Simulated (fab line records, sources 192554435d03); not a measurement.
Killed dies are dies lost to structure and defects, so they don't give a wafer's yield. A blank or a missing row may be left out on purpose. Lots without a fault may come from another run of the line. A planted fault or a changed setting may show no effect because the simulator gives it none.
fab line records | flow n5_finfet
record lots=24 wafers=72 last_day=17
route steps=1938 shown BEOL_M8@1354 BEOL_M9@1415
lots that met no fault: from a run of the same line without faults
start_h: hours from the record's first day to the start of the lot's first wafer shown | wait_h: hours since the lot's step before | " the same as in the row above | L1.1+2: a row that stands for several wafers | - no value, or no start given | * or withheld: withheld | < > ~ a bound
route shown NAME@n: a module of which the file shows steps, and the number in the route of the first | usual: mean/standard deviation of fault-free wafers | same: alike in all rows | chamber/n: place in a boat | sites: the reading at each site | _std_site: their standard deviation | _edge_site: outer sites' mean less inner sites' | radius_mm: how far each site lies from the wafer's centre | mask NAME#n: copy n | behind: the tool/chamber that last shaped the wafer | hold: why the lot was held/for how many hours/how that ended | device: the transistor (n, p or np) that didn't switch | end of line: the same wafers' tests at the end of the route | a step without rows: its recipe alone | killed: dies lost to structure and defects at the first sort, not the wafer's yield | map: a wafer's dies, x killed, . not, _ none there
set.NAME: the setting as run; set.NAME@STEP: as run at that earlier step | model.NAME: the simulator's own value behind a step, which no gauge read
steps of the route over a sample of lots; a table a step, a row a wafer
services: from which hour (start_h, from the record's first day; less than 0 if before it) a tool's chamber was out of use, for how many hours, and why
## steps
# step N5_BEOL_M8_STRIP_19
# recipe chemistry=O2 power_w=400 temp_c=40 pressure_mtorr=30 rf_frequency_hz=6e+07 bias_power_w=0 overash_fraction=0.2 o2_flow_sccm=225
# usual drypump_motor_current_A=6.0/0.44 oes_product_au=0.79/0.11 rf_vpp_V=3.6/0.6 showerhead_plenum_p_Torr=2.09/0.078 throttle_valve_pct=16.55/0.23
# columns lot.wafer tool chamber start_h wait_h drypump_motor_current_A oes_product_au rf_hours_counter_h rf_vpp_V showerhead_plenum_p_Torr throttle_valve_pct
L074.1 rie_diel-05 0 195.96 0.1 5.9 0.68 241 2.9 1.99 16.70
L074.2 " 2 " " 5.9 0.68 245 5.3 1.98 16.89
L074.5 " 1 " " 5.0 0.71 - 4.3 2.07 16.47
L076.1 rie_diel-05 3 202.15 0.1 6.1 0.70 234 3.3 2.13 16.43
L076.2 " 2 " " 5.9 0.68 248 4.4 1.98 16.89
L076.4 " 0 " " 5.8 0.66 243 3.9 1.99 16.66
L075.1 rie_diel-05 3 202.28 0.1 6.1 0.70 234 3.5 2.13 16.41
L075.2 " 2 " " 6.0 0.67 248 2.6 1.98 16.89
L075.3 " 1 " " 5.0 0.71 199 4.4 2.07 16.47
L077.2 rie_diel-04 1 209.54 0.1 6.1 0.68 244 4.1 2.16 16.62
L077.3 " 3 " " 6.0 0.79 132 4.1 2.01 16.44
L077.5 " 0 " " 6.6 0.69 - 3.0 2.18 16.59
L078.2 rie_diel-04 1 219.33 0.1 6.1 0.67 247 2.8 2.16 16.63
L078.3 " 2 " " 6.4 0.70 230 4.3 2.04 16.90
L078.6 " 0 " " 6.6 0.69 - 4.3 2.18 16.59
L079.1 rie_diel-05 2 229.51 0.1 6.0 1.00 2 4.0 2.24 16.46
L079.4 " 2 " " 6.0 1.01 - 2.9 2.24 16.47
L079.6 " 3 " " 6.1 0.69 - 3.7 2.13 16.45
L080.4 rie_diel-03 1 229.88 0.1 6.6 0.83 78 3.2 2.03 16.31
L080.5 " 1 " " 6.6 0.84 - 3.1 2.03 16.33
L080.6 " 2 " " 6.0 0.70 - 4.6 2.15 17.22
L081.3 rie_diel-04 3 239.23 0.1 6.1 0.77 143 4.3 2.01 16.45
L081.4 " 0 " " 6.6 0.68 - 4.0 2.17 16.60
L081.5 " 2 " " 6.4 0.69 - 3.7 2.04 16.91
L082.1 rie_diel-04 3 247.85 0.1 6.1 0.78 148 4.9 2.01 16.46
L082.2 " 0 " " 6.6 0.68 229 3.4 2.17 16.61
L082.6 " 3 " " 6.1 0.78 - 2.9 2.01 16.46
L083.2 rie_diel-04 0 251.00 0.1 6.6 0.68 230 3.1 2.17 16.60
L083.4 " 0 " " 6.5 0.68 - 4.2 2.17 16.61
L083.6 " 2 " " 6.3 0.69 - 4.5 2.04 16.93
L084.1 rie_diel-05 2 253.07 0.1 6.0 0.98 12 3.6 2.24 16.48
L084.2 " 3 " " 6.1 0.69 256 4.4 2.13 16.47
L084.6 " 2 " " 5.9 0.98 - 4.9 2.24 16.48
L085.1 rie_diel-03 3 272.54 0.1 5.5 0.84 76 3.8 2.03 16.66
L085.5 " 3 " " 5.5 0.83 - 3.7 2.03 16.66
L085.6 " 0 " " 5.3 0.68 - 2.9 2.08 16.83
L087.1 rie_diel-03 1 279.99 0.1 6.6 0.82 93 3.4 2.03 16.34
L087.5 " 0 " " 5.4 0.68 - 3.8 2.08 16.84
L087.6 " 1 " " 6.6 0.82 - 3.0 2.03 16.36
L089.1 rie_diel-05 2 283.27 0.1 6.0 0.94 24 2.9 2.23 16.50
L089.3 " 0 " " 5.8 0.96 7 3.0 2.25 16.23
L089.4 " 1 " " 5.0 0.68 - 4.2 2.06 16.56
L086.1 rie_diel-04 3 283.42 0.1 6.1 0.76 157 2.6 2.01 16.49
L086.2 " 1 " " 6.1 0.93 7 3.2 2.16 16.23
L086.4 " 1 " " 6.1 0.94 - 4.1 2.16 16.23
L088.1 rie_diel-04 0 304.21 0.1 6.5 0.67 253 3.7 2.16 16.64
L088.4 " 0 " " 6.6 0.66 - 2.4 2.16 16.64
L088.5 " 3 " " 6.1 0.75 - 3.1 2.00 16.50
L090.3 rie_diel-05 2 308.18 0.1 5.9 0.91 35 2.6 2.23 16.51
L090.5 " 2 " " 5.9 0.92 - 4.2 2.23 16.52
L090.6 " 3 " " 6.1 0.94 - 3.7 2.12 15.94
L092.2 rie_diel-04 3 313.66 0.1 6.1 0.75 171 3.7 2.00 16.51
L092.4 " 3 " " 6.1 0.74 - 3.3 2.00 16.50
L092.6 " 1 " " 6.1 0.91 - 3.3 2.16 16.26
L091.1 rie_diel-03 2 313.79 0.1 6.0 0.95 16 4.1 2.14 16.81
L091.4 " 0 " " 5.4 0.68 - 4.8 2.08 16.86
L091.5 " 2 " " 5.9 0.94 - 4.2 2.14 16.83
L093.1 rie_diel-03 3 334.54 0.1 5.5 0.82 95 4.2 2.03 16.67
L093.4 " 2 " " 5.9 0.92 - 3.5 2.14 16.85
L093.6 " 1 " " 6.6 0.79 - 4.1 2.02 16.37
L094.1 rie_diel-04 1 338.39 0.1 6.0 0.89 27 3.0 2.15 16.25
L094.2 " 2 " " 6.4 0.92 22 3.7 2.03 16.49
L094.6 " 3 " " 6.1 0.74 - 3.4 2.00 16.51
L097.1 rie_diel-03 3 341.17 0.1 5.5 0.82 99 4.1 2.03 16.70
L097.2 " 2 " " 6.0 0.91 27 3.4 2.14 16.84
L097.3 " 1 " " 6.6 0.80 116 3.2 2.02 16.40
L095.3 rie_diel-04 1 341.70 0.1 6.1 0.89 28 3.8 2.15 16.27
L095.5 " 0 " " 6.6 0.96 - 5.0 2.16 16.21
L095.6 " 1 " " 6.1 0.89 - 3.9 2.15 16.26
L096.1 rie_diel-05 0 345.79 0.2 5.9 0.89 32 3.8 2.24 16.27
L096.4 " 3 " " 6.1 0.90 - 4.4 2.12 15.98
L096.6 " 2 " " 5.9 0.88 - 3.8 2.22 16.53
# step N5_BEOL_M8_OVL_MEAS_29
# recipe points_per_wafer=522
# usual V7_OVL=-0.2/0.59
# columns lot.wafer tool chamber start_h wait_h V7_OVL[nm]
L074.1 overlay-01 0 196.50 0.0 0.3
L074.2 " 0 " " -0.2
L074.5 " 0 " " -0.5
L076.1 overlay-02 0 204.96 0.0 -0.7
L076.2 " 0 " " -0.6
L076.4 " 0 " " -0.2
L075.1 overlay-02 0 205.04 0.0 0.0
L075.2 " 0 " " -0.2
L075.3 " 0 " " -0.5
L077.2 overlay-02 0 210.28 0.0 0.7
L077.3 " 0 " " 0.7
L077.5 " 0 " " -0.5
L078.2 overlay-02 0 219.81 0.0 -0.7
L078.3 " 0 " " -0.2
L078.6 " 0 " " -0.5
L079.1 overlay-01 0 230.97 0.0 -0.9
L079.4 " 0 " " -0.7
L079.6 " 0 " " -0.4
L080.4 overlay-01 0 231.16 0.0 -0.2
L080.5 " 0 " " 0.3
L080.6 " 0 " " 0.2
L081.3 overlay-02 0 241.32 0.0 -0.6
L081.4 " 0 " " -0.2
L081.5 " 0 " " 0.9
L082.1 overlay-02 0 251.91 0.0 -0.9
L082.2 " 0 " " -0.1
L082.6 " 0 " " -0.2
L083.2 overlay-01 0 252.18 0.0 -0.3
L083.4 " 0 " " 0.1
L083.6 " 0 " " 0.8
L084.1 overlay-01 0 253.65 0.0 -0.3
L084.2 " 0 " " -0.1
L084.6 " 0 " " -1.2
L085.1 overlay-01 0 274.56 0.0 -1.0
L085.5 " 0 " " -1.2
L085.6 " 0 " " -0.6
L087.1 overlay-01 0 281.17 0.0 0.4
L087.5 " 0 " " -0.1
L087.6 " 0 " " -0.2
L089.1 overlay-01 0 285.28 0.0 0.1
L089.3 " 0 " " 0.4
L089.4 " 0 " " -0.9
L086.1 overlay-02 0 285.45 0.0 -1.1
L086.2 " 0 " " -0.5
L086.4 " 0 " " -1.3
L088.1 overlay-01 0 306.03 0.0 0.4
L088.4 " 0 " " -0.2
L088.5 " 0 " " 0.2
L090.3 overlay-02 0 311.67 0.0 -0.9
L090.5 " 0 " " 0.2
L090.6 " 0 " " -0.7
L091.1 overlay-02 0 315.51 0.0 -1.1
L091.4 " 0 " " 0.2
L091.5 " 0 " " 0.0
L092.2 overlay-02 0 315.69 0.0 0.9
L092.4 " 0 " " 0.9
L092.6 " 0 " " 0.5
L093.1 overlay-01 0 334.97 0.0 -0.7
L093.4 " 0 " " -0.2
L093.6 " 0 " " 0.6
L094.1 overlay-02 0 339.09 0.0 -0.2
L094.2 " 0 " " 1.2
L094.6 " 0 " " 0.8
L097.1 overlay-02 0 343.84 0.0 0.8
L097.2 " 0 " " 0.6
L097.3 " 0 " " 0.6
L095.3 overlay-02 0 344.02 0.0 -0.2
L095.5 " 0 " " -1.7
L095.6 " 0 " " -0.3
L096.1 overlay-02 0 346.47 0.0 -0.1
L096.4 " 0 " " 0.2
L096.6 " 0 " " 0.0
# step N5_BEOL_M8_ETCH_65
# recipe chemistry=CF4 target=SiARC target_depth_a=156 mask_material=CAR-EUV time_s=26 ion_energy_ev=80 pressure_mtorr=40 source_w=545 bias_w=36 Ar_flow_sccm=100 cf4_flow_sccm=100 ends=cleared
# usual cf4_flow_sccm=99.97/0.3 drypump_motor_current_A=6.0/0.44 etch_rf_on_time_s=25.9/0.63 oes_product_au=0.68/0.089 rf_vpp_V=184.2/1.2 showerhead_plenum_p_Torr=2.14/0.066 throttle_valve_pct=15.53/0.27
# columns lot.wafer tool chamber start_h wait_h cf4_flow_sccm drypump_motor_current_A etch_rf_on_time_s oes_product_au rf_hours_counter_h rf_vpp_V showerhead_plenum_p_Torr throttle_valve_pct
L074.1 rie_diel-04 3 196.64 0.0 100.11 6.1 26.1 0.67 127 182.6 2.07 15.38
L074.2 " 2 " " 100.08 6.4 25.7 0.60 223 184.8 2.11 15.95
L074.5 " 2 " " 99.36 6.3 25.7 0.59 - 184.0 2.11 15.94
L076.1 rie_diel-05 2 205.10 0.0 100.12 5.9 26.1 0.59 249 181.8 2.03 15.86
L076.2 " 3 " " 100.03 6.1 26.4 0.59 235 185.3 2.20 15.46
L076.4 " 0 " " 99.93 5.9 26.3 0.58 244 182.5 2.02 15.58
L075.1 rie_diel-04 2 205.30 0.0 100.01 6.4 26.0 0.60 226 183.3 2.11 15.95
L075.2 " 0 " " 100.17 6.6 27.2 0.58 212 184.6 2.21 15.46
L075.3 " 1 " " 100.54 6.1 25.6 0.59 242 185.7 2.18 15.48
L077.2 rie_diel-04 2 210.56 0.0 99.85 6.4 25.8 0.61 228 184.2 2.11 15.94
L077.3 " 1 " " 100.15 6.1 25.9 0.59 245 185.4 2.18 15.50
L077.5 " 3 " " 100.76 6.1 26.2 0.66 - 184.3 2.07 15.40
L078.2 rie_diel-05 0 219.96 0.0 100.18 5.9 26.1 0.58 251 182.0 2.02 15.58
L078.3 " 3 " " 99.81 6.1 26.3 0.59 241 184.8 2.19 15.50
L078.6 " 1 " " 100.60 5.0 26.8 0.59 - 182.7 2.13 15.52
L079.1 rie_diel-03 0 231.11 0.0 99.84 5.3 26.5 0.60 210 184.5 2.13 15.74
L079.4 " 2 " " 100.28 6.0 26.5 0.59 243 186.7 2.19 16.11
L079.6 " 2 " " 99.96 6.0 26.6 0.60 - 183.5 2.19 16.12
L080.4 rie_diel-03 2 231.51 0.0 99.68 6.0 26.6 0.59 243 183.6 2.19 16.13
L080.5 " 3 " " 100.08 5.5 25.8 0.73 - 184.4 2.11 15.67
L080.6 " 2 " " 99.81 5.9 26.6 0.59 - 185.5 2.19 16.13
L081.3 rie_diel-03 1 241.45 0.0 99.80 6.6 25.2 0.72 82 183.1 2.09 15.34
L081.4 " 0 " " 99.45 5.4 26.5 0.59 213 183.0 2.12 15.76
L081.5 " 1 " " 99.96 6.6 25.4 0.72 - 183.7 2.09 15.36
L082.1 rie_diel-03 1 252.06 0.0 99.93 6.6 25.2 0.72 82 183.5 2.09 15.36
L082.2 " 2 " " 99.94 6.0 26.5 0.59 250 183.4 2.19 16.15
L082.6 " 1 " " 100.03 6.6 24.9 0.73 - 182.5 2.09 15.35
L083.2 rie_diel-04 0 252.33 0.0 99.87 6.6 27.1 0.58 231 185.0 2.20 15.48
L083.4 " 2 " " 99.87 6.4 25.9 0.59 - 181.9 2.10 15.98
L083.6 " 0 " " 99.79 6.6 27.1 0.58 - 184.7 2.20 15.50
L084.1 rie_diel-04 3 253.83 0.0 99.82 6.1 26.5 0.65 150 182.6 2.06 15.43
L084.2 " 0 " " 99.91 6.6 27.2 0.57 232 184.2 2.20 15.52
L084.6 " 0 " " 99.63 6.6 27.2 0.57 - 184.5 2.20 15.50
L085.1 rie_diel-03 0 275.01 0.0 100.15 5.4 26.2 0.59 225 184.0 2.12 15.78
L085.5 " 1 " " 100.23 6.6 25.0 0.71 - 184.1 2.09 15.36
L085.6 " 2 " " 99.59 6.0 25.6 0.85 - 185.6 2.19 15.67
L087.1 rie_diel-03 3 281.31 0.0 99.75 5.5 25.7 0.72 78 182.0 2.10 15.69
L087.5 " 2 " " 100.24 6.0 25.6 0.84 - 185.1 2.19 15.66
L087.6 " 3 " " 99.85 5.5 25.8 0.71 - 184.1 2.10 15.70
L089.1 rie_diel-05 2 285.84 0.0 100.06 6.0 25.2 0.80 26 187.0 2.27 15.43
L089.3 " 0 " " 100.06 5.9 25.3 0.82 8 186.1 2.27 15.07
L089.4 " 2 " " 99.86 5.9 25.0 0.80 - 186.9 2.27 15.44
L086.1 rie_diel-03 0 285.92 0.0 99.88 5.3 26.6 0.58 228 184.3 2.12 15.78
L086.2 " 1 " " 100.02 6.6 25.2 0.71 95 182.8 2.08 15.38
L086.4 " 2 " " 100.05 5.9 25.5 0.83 5 184.7 2.18 15.67
L088.1 rie_diel-05 2 306.17 0.0 99.65 6.0 25.1 0.79 34 184.7 2.27 15.46
L088.4 " 3 " " 99.92 6.1 26.7 0.82 1 184.0 2.19 15.01
L088.5 " 2 " " 100.31 5.9 25.1 0.78 - 185.4 2.27 15.44
L090.3 rie_diel-03 1 311.80 0.0 99.97 6.6 24.9 0.69 104 183.7 2.08 15.39
L090.5 " 1 " " 100.54 6.5 24.9 0.71 - 183.0 2.08 15.40
L090.6 " 2 " " 100.30 6.0 25.7 0.80 - 185.7 2.18 15.68
L091.1 rie_diel-04 1 315.66 0.0 99.93 6.1 25.9 0.78 17 184.3 2.18 15.06
L091.4 " 2 " " 99.73 6.3 25.9 0.80 - 184.1 2.10 15.51
L091.5 " 1 " " 99.69 6.1 25.8 0.79 - 184.6 2.17 15.06
L092.2 rie_diel-03 2 315.83 0.0 99.66 6.0 25.2 0.80 16 184.9 2.18 15.69
L092.4 " 1 " " 99.48 6.6 25.0 0.70 105 182.8 2.08 15.42
L092.6 " 0 " " 99.36 5.3 26.3 0.58 - 183.4 2.12 15.79
L093.1 rie_diel-03 2 335.12 0.0 100.42 5.9 25.8 0.79 23 185.1 2.18 15.71
L093.4 " 3 " " 100.26 5.5 25.7 0.70 - 183.9 2.09 15.74
L093.6 " 1 " " 100.08 6.6 25.1 0.70 - 183.8 2.08 15.41
L094.1 rie_diel-05 2 339.27 0.0 99.57 6.0 25.3 0.77 47 186.6 2.27 15.47
L094.2 " 0 " " 100.58 5.9 25.5 0.77 29 186.9 2.26 15.12
L094.6 " 3 " " 99.43 6.2 26.5 0.77 - 183.4 2.18 15.02
L097.1 rie_diel-04 0 343.98 0.0 100.36 6.6 25.9 0.81 5 185.6 2.19 15.07
L097.2 " 2 " " 99.66 6.4 25.5 0.78 24 183.2 2.09 15.53
L097.3 " 3 " " 100.34 6.1 26.7 0.63 180 184.0 2.05 15.49
L095.3 rie_diel-05 0 344.34 0.0 99.70 5.8 25.4 0.77 31 187.4 2.26 15.12
L095.5 " 0 " " 99.51 5.9 25.7 0.76 - 185.1 2.26 15.14
L095.6 " 3 " " 99.66 6.1 26.5 0.76 - 184.1 2.18 15.04
L096.1 rie_diel-05 3 346.73 0.0 100.34 6.1 26.2 0.76 18 184.9 2.18 15.02
L096.4 " 2 " " 99.79 5.9 25.1 0.77 51 185.8 2.26 15.48
L096.6 " 2 " " 99.63 5.9 25.1 0.77 - 185.4 2.26 15.47
# step N5_BEOL_M8_CMP_52
# recipe stop_on=SiCOH_lowk t_overpolish_s=6.9 down_force_psi=1 platen_rpm=50 clearing_platen_down_force_psi=1.5 clearing_platen_rpm=50 post_cmp_clean=cu_alkaline target_thk_nm=80 clearing_platen_pad_velocity_m_s=0.99484 pad_velocity_m_s=0.99484
# usual barrier_field_endpoint_s=29.3/0.74 motor_current_A=6.1/0.61 overpolish_run_s=6.900/0.0094 slurry_flow_ml_min=150.0/0.46 time_to_endpoint_s=64/3.5
# columns lot.wafer tool chamber start_h wait_h barrier_field_endpoint_s motor_current_A overpolish_run_s slurry_flow_ml_min time_to_endpoint_s
L074.2 cmp-04 0 199.09 0.2 28.8 5.2 6.895 149.3 61
L074.1 " 3 " " 30.7 7.0 6.906 150.0 65
L074.5 " 1 " " 30.2 6.6 6.902 149.9 61
L076.2 cmp-02 1 207.37 0.2 29.1 5.9 6.898 150.6 65
L076.1 " 2 " " 29.5 7.0 6.907 150.6 67
L076.4 " 3 " " 28.6 6.3 6.915 149.3 62
L075.2 cmp-01 0 207.57 0.2 30.3 5.8 6.908 149.8 65
L075.3 " 1 " " 29.6 5.3 6.897 150.1 64
L075.1 " 2 " " 30.8 5.6 6.889 148.8 62
L077.2 cmp-01 1 213.60 0.2 28.9 5.1 6.917 149.6 63
L077.3 " 2 " " 27.9 6.0 6.916 150.2 60
L077.5 " 1 " " 29.6 5.2 6.893 149.1 66
L078.2 cmp-01 3 223.01 0.2 28.2 6.0 6.893 150.7 59
L078.3 " 0 " " 29.6 5.6 6.907 150.1 62
L078.6 " 3 " " 28.9 5.6 6.912 151.5 59
L079.1 cmp-02 0 233.75 0.3 28.9 7.0 6.904 149.9 63
L079.4 " 1 " " 29.4 6.5 6.909 149.7 64
L079.6 " 3 " " 28.9 6.2 6.906 149.7 59
L080.4 cmp-04 2 235.34 0.2 29.7 6.5 6.898 150.8 66
L080.5 " 3 " " 29.6 6.6 6.897 149.5 61
L080.6 " 0 " " 28.7 5.1 6.909 149.1 61
L081.4 cmp-02 1 246.43 0.1 29.4 6.2 6.895 149.8 59
L081.3 " 0 " " 29.2 7.0 6.890 149.6 62
L081.5 " 2 " " 28.7 7.3 6.888 149.8 63
L082.2 cmp-02 2 254.72 0.2 28.3 6.5 6.899 150.3 63
L082.1 " 1 " " 28.8 6.4 6.898 150.1 67
L082.6 " 3 " " 28.8 6.0 6.902 150.8 62
L083.2 cmp-01 2 255.42 0.4 29.3 5.7 6.905 149.8 68
L083.4 " 0 " " 30.0 5.9 6.880 150.6 68
L083.6 " 1 " " 29.5 5.2 6.917 150.0 67
L084.2 cmp-04 3 256.38 0.2 28.5 6.6 6.890 150.1 62
L084.1 " 1 " " 27.8 6.2 6.892 150.1 62
L084.6 " 2 " " 29.0 6.5 6.893 149.9 62
L085.1 cmp-02 3 278.29 0.3 27.7 6.3 6.888 150.0 61
L085.6 " 2 " " 28.5 6.9 6.903 150.3 65
L085.5 " 3 " " 28.1 6.1 6.898 149.9 64
L087.1 cmp-01 3 284.02 0.5 28.6 5.9 6.911 150.5 60
L087.6 " 0 " " 29.6 5.7 6.913 150.2 64
L087.5 " 1 " " 30.4 5.3 6.898 150.3 69
L089.1 cmp-01 3 289.01 0.3 29.0 5.7 6.904 150.7 67
L089.3 " 0 " " 29.4 5.8 6.914 149.9 70
L089.4 " 2 " " 29.1 5.9 6.888 150.3 66
L086.1 cmp-02 3 289.15 0.3 28.3 6.2 6.893 149.9 58
L086.2 " 0 " " 29.2 7.1 6.905 150.3 60
L086.4 " 1 " " 29.8 6.4 6.905 149.8 64
L088.4 cmp-01 3 308.52 0.1 29.3 5.9 6.901 149.9 60
L088.1 " 2 " " 29.5 5.6 6.897 150.1 66
L088.5 " 0 " " 30.1 6.1 6.909 151.2 64
L090.3 cmp-04 1 314.23 0.2 28.7 6.5 6.907 150.5 68
L090.5 " 0 " " 28.2 5.5 6.901 150.3 59
L090.6 " 1 " " 29.8 6.8 6.902 150.1 69
L091.1 cmp-04 2 319.37 0.3 29.4 6.2 6.890 150.7 68
L091.4 " 3 " " 29.9 7.1 6.917 149.7 68
L091.5 " 2 " " 29.4 6.3 6.892 150.1 68
L092.2 cmp-01 0 320.15 0.2 29.4 5.9 6.897 150.6 67
L092.4 " 3 " " 28.7 5.9 6.896 150.0 62
L092.6 " 0 " " 29.1 6.1 6.920 149.3 67
L093.1 cmp-04 2 338.12 0.3 30.7 6.7 6.912 150.8 68
L093.4 " 3 " " 29.8 7.1 6.897 150.3 65
L093.6 " 0 " " 29.1 5.2 6.908 150.1 61
L094.2 cmp-01 0 342.32 0.2 29.5 5.9 6.888 149.4 71
L094.1 " 1 " " 29.9 5.1 6.895 150.1 71
L094.6 " 1 " " 30.2 5.6 6.886 148.9 71
L097.1 cmp-02 2 346.54 0.3 29.2 7.0 6.903 150.2 61
L097.3 " 3 " " 28.6 6.2 6.909 149.5 58
L097.2 " 1 " " 28.8 6.3 6.899 149.6 61
L095.3 cmp-02 1 347.69 0.2 30.1 6.3 6.903 150.6 64
L095.5 " 1 " " 30.0 6.4 6.901 149.6 64
L095.6 " 2 " " 29.3 7.2 6.905 150.2 63
L096.1 cmp-01 1 349.30 0.3 30.4 5.2 6.906 150.0 68
L096.4 " 2 " " 30.2 5.8 6.901 150.3 69
L096.6 " 1 " " 30.3 5.3 6.914 150.0 68
# step N5_BEOL_M9_OVL_MEAS_12
# recipe points_per_wafer=44
# usual M9_OVL=-0.1/0.78
# columns lot.wafer tool chamber start_h wait_h M9_OVL[nm]
L074.1 overlay-02 0 201.59 0.0 0.5
L074.2 " 0 " " 1.0
L074.5 " 0 " " 0.2
L076.1 overlay-01 0 209.23 0.0 -0.1
L076.2 " 0 " " -0.8
L076.4 " 0 " " -0.6
L075.1 overlay-02 0 210.08 0.0 -0.3
L075.2 " 0 " " -0.4
L075.3 " 0 " " -0.1
L077.2 overlay-01 0 217.24 0.0 1.7
L077.3 " 0 " " 0.4
L077.5 " 0 " " -0.2
L078.2 overlay-01 0 228.50 0.0 -1.2
L078.3 " 0 " " -0.4
L078.6 " 0 " " -1.0
L079.1 overlay-02 0 236.00 0.0 -0.6
L079.4 " 0 " " 0.3
L079.6 " 0 " " -0.9
L080.4 overlay-01 0 238.56 0.0 -0.2
L080.5 " 0 " " -0.1
L080.6 " 0 " " -0.5
L081.3 overlay-01 0 248.02 0.0 -1.2
L081.4 " 0 " " -1.2
L081.5 " 0 " " -0.5
L082.1 overlay-01 0 261.02 0.0 0.2
L082.2 " 0 " " 1.0
L082.6 " 0 " " 0.1
L083.2 overlay-02 0 261.09 0.0 -1.0
L083.4 " 0 " " 0.5
L083.6 " 0 " " -0.5
L084.1 overlay-01 0 261.32 0.0 0.6
L084.2 " 0 " " 1.1
L084.6 " 0 " " 0.0
L085.1 overlay-02 0 282.93 0.0 -1.6
L085.5 " 0 " " -1.5
L085.6 " 0 " " -0.6
L087.1 overlay-01 0 286.39 0.0 0.7
L087.5 " 0 " " 0.1
L087.6 " 0 " " 0.0
L089.1 overlay-01 0 292.88 0.0 0.3
L089.3 " 0 " " -0.2
L089.4 " 0 " " -0.5
L086.1 overlay-01 0 293.09 0.0 0.1
L086.2 " 0 " " 0.6
L086.4 " 0 " " 0.0
L088.1 overlay-02 0 313.08 0.0 0.3
L088.4 " 0 " " 1.4
L088.5 " 0 " " 2.2
L090.3 overlay-02 0 317.02 0.0 -0.5
L090.5 " 0 " " -0.2
L090.6 " 0 " " -0.1
L091.1 overlay-01 0 322.94 0.0 0.5
L091.4 " 0 " " -0.1
L091.5 " 0 " " -1.2
L092.2 overlay-02 0 323.11 0.0 -0.3
L092.4 " 0 " " 0.1
L092.6 " 0 " " -0.7
L093.1 overlay-01 0 340.82 0.0 0.1
L093.4 " 0 " " 1.1
L093.6 " 0 " " 0.3
L094.1 overlay-02 0 345.24 0.0 0.5
L094.2 " 0 " " -0.4
L094.6 " 0 " " 0.3
L097.1 overlay-01 0 348.84 0.0 -1.2
L097.2 " 0 " " -0.7
L097.3 " 0 " " -0.6
L095.3 overlay-02 0 352.56 0.0 -0.4
L095.5 " 0 " " -0.8
L095.6 " 0 " " -1.7
L096.1 overlay-02 0 352.98 0.0 1.5
L096.4 " 0 " " 1.3
L096.6 " 0 " " 1.0
# step N5_BEOL_M9_CD_MEAS_28
# recipe target_cd_nm=70 landing_energy_ev=500 detector=se_inlens polarity=opening
# usual cd_nm=70.01/0.26
# columns lot.wafer tool chamber start_h wait_h cd_nm
L074.1 cd_sem-01 0 204.97 - 70.11
L074.2 " 0 " " 69.92
L074.5 " 0 " " 69.98
L076.1 cd_sem-03 0 210.51 - 69.64
L076.2 " 0 " " 70.09
L076.4 " 0 " " 70.12
L075.1 cd_sem-02 0 210.97 - 69.89
L075.2 " 0 " " 70.34
L075.3 " 0 " " 69.95
L077.2 cd_sem-01 0 219.59 - 70.33
L077.3 " 0 " " 69.93
L077.5 " 0 " " 70.29
L078.2 cd_sem-03 0 230.02 - 70.25
L078.3 " 0 " " 70.26
L078.6 " 0 " " 70.26
L079.1 cd_sem-02 0 237.40 - 70.12
L079.4 " 0 " " 69.88
L079.6 " 0 " " 70.23
L080.4 cd_sem-02 0 241.21 - 70.17
L080.5 " 0 " " 69.46
L080.6 " 0 " " 70.22
L081.3 cd_sem-01 0 251.59 - 69.59
L081.4 " 0 " " 70.14
L081.5 " 0 " " 69.72
L084.1 cd_sem-03 0 263.64 - 69.96
L084.2 " 0 " " 70.07
L084.6 " 0 " " 70.09
L082.1 cd_sem-02 0 263.68 - 70.16
L082.2 " 0 " " 69.80
L082.6 " 0 " " 70.41
L083.2 cd_sem-03 0 263.72 - 69.67
L083.4 " 0 " " 70.14
L083.6 " 0 " " 70.27
L085.1 cd_sem-01 0 285.18 - 69.91
L085.5 " 0 " " 69.47
L085.6 " 0 " " 69.89
L087.1 cd_sem-01 0 291.55 - 70.12
L087.5 " 0 " " 69.83
L087.6 " 0 " " 70.22
L089.1 cd_sem-01 0 294.71 - 70.29
L089.3 " 0 " " 69.79
L089.4 " 0 " " 69.94
L086.1 cd_sem-03 0 294.87 - 70.04
L086.2 " 0 " " 70.08
L086.4 " 0 " " 70.32
L088.1 cd_sem-02 0 315.43 - 70.06
L088.4 " 0 " " 69.92
L088.5 " 0 " " 70.53
L090.3 cd_sem-02 0 321.77 - 69.95
L090.5 " 0 " " 70.05
L090.6 " 0 " " 70.11
L091.1 cd_sem-03 0 324.99 - 70.09
L091.4 " 0 " " 69.86
L091.5 " 0 " " 70.35
L092.2 cd_sem-01 0 325.03 - 70.45
L092.4 " 0 " " 70.30
L092.6 " 0 " " 70.00
L093.1 cd_sem-01 0 342.88 - 69.56
L093.4 " 0 " " 70.01
L093.6 " 0 " " 70.14
L094.1 cd_sem-02 0 346.17 - 69.58
L094.2 " 0 " " 69.91
L094.6 " 0 " " 70.27
L097.1 cd_sem-02 0 350.93 - 69.80
L097.2 " 0 " " 70.15
L097.3 " 0 " " 69.80
L095.3 cd_sem-01 0 353.94 - 70.23
L095.5 " 0 " " 70.15
L095.6 " 0 " " 69.78
L096.1 cd_sem-01 0 354.10 - 70.36
L096.4 " 0 " " 69.85
L096.6 " 0 " " 70.23
## services
# columns tool chamber start_h hours kind
rie_diel-05 - 172.74 15.6 pm
cmp-04 - 179.59 0.5 repair
cmp-02 - 216.64 14.7 repair
cmp-04 - 218.55 3.3 repair
rie_diel-04 - 223.43 2.3 repair
cmp-01 - 225.54 12.0 repair
cmp-04 - 229.50 0.2 repair
cmp-04 - 231.14 4.0 pm
rie_diel-04 1 231.41 - clean
rie_diel-04 1 231.41 - consumable_replace:focus_ring
rie_diel-04 1 231.41 34.0 scheduled_down
rie_diel-04 1 231.41 34.0 vent_cycle
rie_diel-03 1 242.80 8.4 repair
cmp-02 - 248.48 4.0 pm
rie_diel-04 3 254.77 12.9 repair
cmp-02 - 259.60 0.7 repair
cmp-04 - 291.07 1.2 repair
cmp-01 - 295.21 4.1 pm
rie_diel-03 3 308.90 6.4 repair
cmp-04 - 309.07 2.0 repair
rie_diel-04 3 323.50 7.8 repair
cmp-01 - 324.88 0.4 repair
rie_diel-04 0 329.44 10.8 repair
rie_diel-03 0 331.16 12.6 repair
## key
fault none
